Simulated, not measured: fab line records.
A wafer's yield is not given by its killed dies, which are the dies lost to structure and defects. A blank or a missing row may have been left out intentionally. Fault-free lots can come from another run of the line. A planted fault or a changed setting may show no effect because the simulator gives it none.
Chamber matching	flow nand harc	NHARC_P_M0_DESCUM_14 on rie diel-03 has 4 sister chambers
The step chemistry O2, time 3 s. 7 wafers are shown with their chamber, then 9 later ones without.

## WAFERS, EACH WITH ITS CHAMBER
wafer	chamber	drypump motor current A (A)	showerhead plenum p Torr (Torr)
L116.5	2	6.0	1.78
L117.6	1	6.7	1.81
L121.5	3	6.2	1.92
L123.2	0	5.1	1.77
L123.4	1	6.6	1.81
L123.6	0	5.1	1.77
L126.6	3	6.2	1.91

## WAFERS WHOSE CHAMBER IS MISSING
wafer	drypump motor current A (A)	showerhead plenum p Torr (Torr)
L132.2	6.2	1.91
L132.3	6.0	1.78
L132.4	6.7	1.81
L133.1	5.1	1.77
L133.2	6.2	1.91
L133.3	6.7	1.81
L135.2	6.2	1.91
L135.4	6.2	1.91
L135.6	6.0	1.77

## WHICH CHAMBER EACH ONE RAN IN
wafer	from the rows above	in truth
L132.2	3	3
L132.3	2	2
L132.4	1	1
L133.1	0	0
L133.2	3	3
L133.3	1	1
L135.2	3	3
L135.4	3	3
L135.6	2	2
Correctly placed: 9 of 9. Can't be placed from these rows: 0. Wrongly placed: 0.
How it was worked out, from the rows above alone: a wafer's distance from a chamber is the root of the sum, over the readings, of the square of ((its reading less the chamber's mean) divided by the reading's scatter). If the next closest chamber is less than 2 further off than the closest, the wafer can't be placed; otherwise it belongs to the closest. The mean given for a chamber averages the wafers shown for that chamber. The scatter: the root of (the sum of the squares of (reading less its chamber's mean) over the shown wafers, divided by (wafers less chambers)).
